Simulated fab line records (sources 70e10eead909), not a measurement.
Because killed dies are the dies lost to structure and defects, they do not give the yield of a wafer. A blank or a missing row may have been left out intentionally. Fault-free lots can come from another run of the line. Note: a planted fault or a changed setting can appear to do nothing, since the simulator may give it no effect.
Struck lot and sound lot, side by side :: flow nand harc :: 43 steps out of a route of 1302
Sound: these wafers, L614.1, L614.3, L614.6. Wafers struck: L630.1, L630.2, L630.6. The cause is named last.
Order at every step that has rows: each side's tool, ch and its chambers, its first start. Under that, the readings that differ: sound wafers :: struck wafers :: difference of the means :: sigmas: that difference in standard deviations of wafers without a fault.
alike: words and numbers the same on both sides, and readings whose means are apart by under 2 such deviations; not compared: readings that were withheld, readings missing a value for some wafer, numbers with overlapping values and no deviation given by the record, and bounds like >300 which may hide the same value.
The two part at a step that has a row with sigmas, a row that says differs or no value, or rows on one side only. Numbers that don't overlap but have no deviation are shown without sigmas and don't part them. A reading missing from all wafers of one side parts the sides only when that side holds two or more wafers.

first, 3 steps without rows for these wafers: NHARC_A_CONTACT_EXPOSE_39 (exposes mask A CC 3); NHARC_A_CONTACT_PEB_40 (peb time 65 s); NHARC_A_CONTACT_DEVELOP_41 (develop time 35 s).
NHARC_A_CONTACT_CD_MEAS_42: target cd 300 nm.
  sound on cd sem-02 ch 0, day 22 06:37; struck on cd sem-03 ch 0, day 29 11:47
  alike: cd nm
NHARC_A_CONTACT_OVL_MEAS_43:
  sound on overlay-01 at day 22 06:42; struck on overlay-02 at day 29 11:53
  alike: overlay x nm, overlay y nm
NHARC_A_CONTACT_INSPECT_44:
  sound on defect inspect-02 at day 22 06:44; struck on defect inspect-02 at day 29 11:55
reading: raw defect count
sound: 25 25 23
struck: 93 121 113
difference: +85
sigmas: +2
NHARC_A_CONTACT_DESCUM_47: chemistry O2, time 3 s.
  sound on rie diel-02 ch 0,1,3, day 22 06:49; struck on rie diel-05 ch 0,3, day 29 11:58
  alike: drypump motor current A, oes product au, rf vpp V, showerhead plenum p Torr, throttle valve pct
  not compared: rf hours counter h
then, 2 steps without rows for these wafers: NHARC_A_CONTACT_ETCH_48 (etches the open film in CF4, target depth 39 nm, time 65 s); NHARC_A_CONTACT_ETCH_49 (etches the open film in N2/H2, target depth 260 nm, time 475.3 s).
NHARC_A_CONTACT_ETCH_50: etches the open film in CF4/CHF3, target depth 121 nm, time 60.5 s.
  sound on rie diel-02 ch 0,1; struck on rie diel-05 ch 1,3
reading: showerhead plenum p Torr (Torr)
sound: 1.63 1.66 1.63
struck: 1.54 1.58 1.54
difference: -0.09
sigmas: -2
  alike: drypump motor current A, oes product au, rf vpp V, throttle valve pct
  not compared: rf hours counter h
then, 2 steps without rows for these wafers: NHARC_A_CONTACT_ETCH_51 (etches the open film in O2/COS, target depth 7000 nm, time 1820 s); NHARC_A_CONTACT_ETCH_111 (etches the open film in C4F8/O2/Ar, time 140 s, target depth 700 nm).
NHARC_A_CONTACT_ETCH_112: etches the open film in C4F8/O2/Ar, time 190 s, target depth 1850 nm.
  sound on har cap etch-03 ch 0,1, day 22 08:51; struck on har cap etch-02 ch 0,1, day 29 14:22
  not compared: rf hours counter h
then, 2 steps without rows for these wafers: NHARC_A_CONTACT_ETCH_113 (etches the open film in C4F8/O2/Ar, time 190 s, target depth 1850 nm); NHARC_A_CONTACT_ETCH_114 (etches the open film in C4F8/O2/Ar, time 190 s, target depth 1850 nm).
NHARC_A_CONTACT_ETCH_115: etches the open film in C4F8/O2/Ar, time 190 s, target depth 1850 nm.
  sound on har cap etch-03 ch 0,1, day 22 09:22; struck on har cap etch-02 ch 0,1, day 29 14:53
  not compared: rf hours counter h
then, 4 steps without rows for these wafers: NHARC_A_CONTACT_ETCH_116 (etches the open film in C4F8/O2/Ar, time 190 s, target depth 1850 nm); NHARC_A_CONTACT_ETCH_117 (etches the open film in C4F8/O2/Ar, time 190 s, target depth 1850 nm); NHARC_A_CONTACT_ETCH_118 (etches the open film in C4F8/O2/Ar, time 190 s, target depth 1850 nm); NHARC_A_CONTACT_ETCH_119 (etches the open film in C4F8/O2/Ar, time 190 s, target depth 1850 nm).
NHARC_A_CONTACT_ETCH_120: etches the open film in C4F8/O2/Ar, time 190 s, target depth 1850 nm.
  sound on har cap etch-03 ch 0,1, day 22 10:13; struck on har cap etch-02 ch 0,1, day 29 15:44
  not compared: rf hours counter h
then, 5 steps without rows for these wafers: NHARC_A_CONTACT_ETCH_121 (etches the open film in C4F8/O2/Ar, time 190 s, target depth 1850 nm); NHARC_A_CONTACT_ETCH_122 (etches the open film in C4F8/O2/Ar, time 190 s, target depth 1850 nm); NHARC_A_CONTACT_ETCH_123 (etches the open film in C4F8/O2/Ar, time 490 s, target depth 2110 nm); NHARC_A_CONTACT_ETCH_90 (etches the open film in CH3F/O2, target depth 40 nm, time 85.7 s); NHARC_A_CONTACT_ETCH_96 (etches the open film in C4F6/O2, target depth 20 nm, time 10 s).
NHARC_A_CONTACT_CD_MEAS_53:
  sound on cd sem-01 at day 22 11:55; struck on cd sem-03 at day 29 17:29
  alike: cd nm
then, 6 steps without rows for these wafers: NHARC_A_CONTACT_STRIP_99 (strips in N2/H2); NHARC_A_CONTACT_STRIP_100 (strips in CF4/CHF3); NHARC_A_CONTACT_STRIP_101 (strips in O2/COS); NHARC_A_CONTACT_ETCH_102 (etches the open film in CF4/O2, target depth 100 nm, overetch 10 nm, time 55 s); NHARC_A_CONTACT_STRIP_55 (strips in O2); NHARC_A_CONTACT_STRIP_56 (strips in post etch residue remover, time 600 s).
NHARC_A_CONTACT_DEP_57: deposits aC, target thk 5300 nm.
  sound on acl dep-03 ch 0, day 22 12:52; struck on acl dep-03 ch 0, day 29 18:32
  alike: throttle valve pct
then, 8 steps without rows for these wafers: NHARC_A_CONTACT_DEP_58 (deposits SiON, target thk 90 nm); NHARC_A_CONTACT_DEHYDRATE_59 (time 120 s); NHARC_A_CONTACT_HMDS_60 (time 30 s); NHARC_A_CONTACT_COAT_61 (time 75 s); NHARC_A_CONTACT_COAT_62 (time 65 s); NHARC_A_CONTACT_COAT_63 (resist thk 90 nm); NHARC_A_CONTACT_SOFTBAKE_64 (time 55 s); NHARC_A_CONTACT_EBR_65.
-- record jumps: 3 days between struck wafers' starts before vs after; left off in module A_CONTACT, resumes in module END, first step shown is number 1302 of the route --
NHARC_END_SORT_01:
  sound on prober-01 ch 0, day 25 16:31; struck on prober-01 ch 0, day 32 19:14
reading: killed at array
sound: 29 26 30
struck: 164 149 133
difference: +120
sigmas: +7

reading: killed dies
sound: 31 28 34
struck: 169 149 136
difference: +120
sigmas: +6
  alike: killed at other, killed at periphery, killed open, killed short

## WHERE THEY PART
Last at NHARC_END_SORT_01 as far as this record goes, first at NHARC_A_CONTACT_INSPECT_44.

WHY: whatever the simulator had introduced
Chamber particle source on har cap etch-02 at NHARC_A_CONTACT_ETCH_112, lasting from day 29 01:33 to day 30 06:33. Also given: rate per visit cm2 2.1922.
